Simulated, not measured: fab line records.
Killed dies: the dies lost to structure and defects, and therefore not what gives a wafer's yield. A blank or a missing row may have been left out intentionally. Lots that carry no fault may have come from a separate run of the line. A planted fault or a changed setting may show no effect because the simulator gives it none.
Which tool did it? -- flow n5_finfet -- 36 wafers from 12 lots sampled at 3 of the route's 1938 steps

WHAT THE GAUGES READ, wafer by wafer
N5_BEOL_M3_RS_MEAS_58: measures by four-point-probe.
lot,measured,on,M3_RS (ohm/sq)
L074,day 8 11:05,film_metro-01,0.67 0.74 0.60
L077,day 8 19:21,film_metro-01,0.72 0.75 0.65
L080,day 9 06:07,film_metro-01,0.69 0.65 0.69
L081,day 9 13:43,film_metro-02,0.68 0.69 0.63
L083,day 9 17:35,film_metro-02,0.65 0.63 0.65
L085,day 10 12:32,film_metro-01,0.72 0.69 0.65
L087,day 11 14:20,film_metro-02,0.67 0.66 0.62
L088,day 11 17:02,film_metro-02,0.67 0.64 0.64
L091,day 12 03:16,film_metro-01,0.69 0.66 0.73
L093,day 12 07:51,film_metro-02,0.64 0.66 0.67
L095,day 13 05:47,film_metro-02,0.69 0.66 0.62
L096,day 13 13:31,film_metro-02,0.63 0.66 0.64

TOOL THAT RAN EACH LOT (tool first, then ch and the chambers of the sampled wafers, then the start)
lot,N5_BEOL_M3_SPUTTER_81,N5_BEOL_M3_SPUTTER_90
L074,"pvd_sputter-03, day 8 08:43","pvd_sputter-03, day 8 09:22"
L077,"pvd_sputter-01, day 8 16:56","pvd_sputter-01, day 8 17:35"
L080,"pvd_sputter-02, day 9 03:43","pvd_sputter-02, day 9 04:22"
L081,"pvd_sputter-03, day 9 11:18","pvd_sputter-03, day 9 11:58"
L083,"pvd_sputter-02, day 9 14:57","pvd_sputter-02, day 9 15:37"
L085,"pvd_sputter-03, day 10 10:10","pvd_sputter-03, day 10 10:49"
L087,"pvd_sputter-01, day 11 11:49","pvd_sputter-01, day 11 12:29"
L088,"pvd_sputter-03, day 11 14:40","pvd_sputter-03, day 11 15:20"
L091,"pvd_sputter-02, day 12 00:46","pvd_sputter-02, day 12 01:26"
L093,"pvd_sputter-02, day 12 05:29","pvd_sputter-02, day 12 06:08"
L095,"pvd_sputter-02, day 13 03:24","pvd_sputter-02, day 13 04:04"
L096,"pvd_sputter-01, day 13 11:07","pvd_sputter-01, day 13 11:46"
- N5_BEOL_M3_SPUTTER_81: material Cu, target thk 4.5 nm, time 8.29 s.
- N5_BEOL_M3_SPUTTER_90: material Cu, target thk 4.5 nm, time 8.29 s.

THE ANSWER, worked out from the rows above alone
Rule: what is usual is taken from the lots themselves. Put in order of their means at a reading, lots are off if they are a third of the lots or fewer, leave a main group of 4 or more, and stand apart from it by a gap of 3 or more times the standard deviation of the main group's means; of several such gaps the widest counts. A main group whose means are all the same, to the digits that the tables above print for the reading, isn't used. Also off: a lot with no number at a reading for which 4 or more lots have one. The other lots that the step has rows for count as sound.
None of the lots is off at any reading shown; this tells nothing.

WHAT THE SIMULATOR HAD PUT IN
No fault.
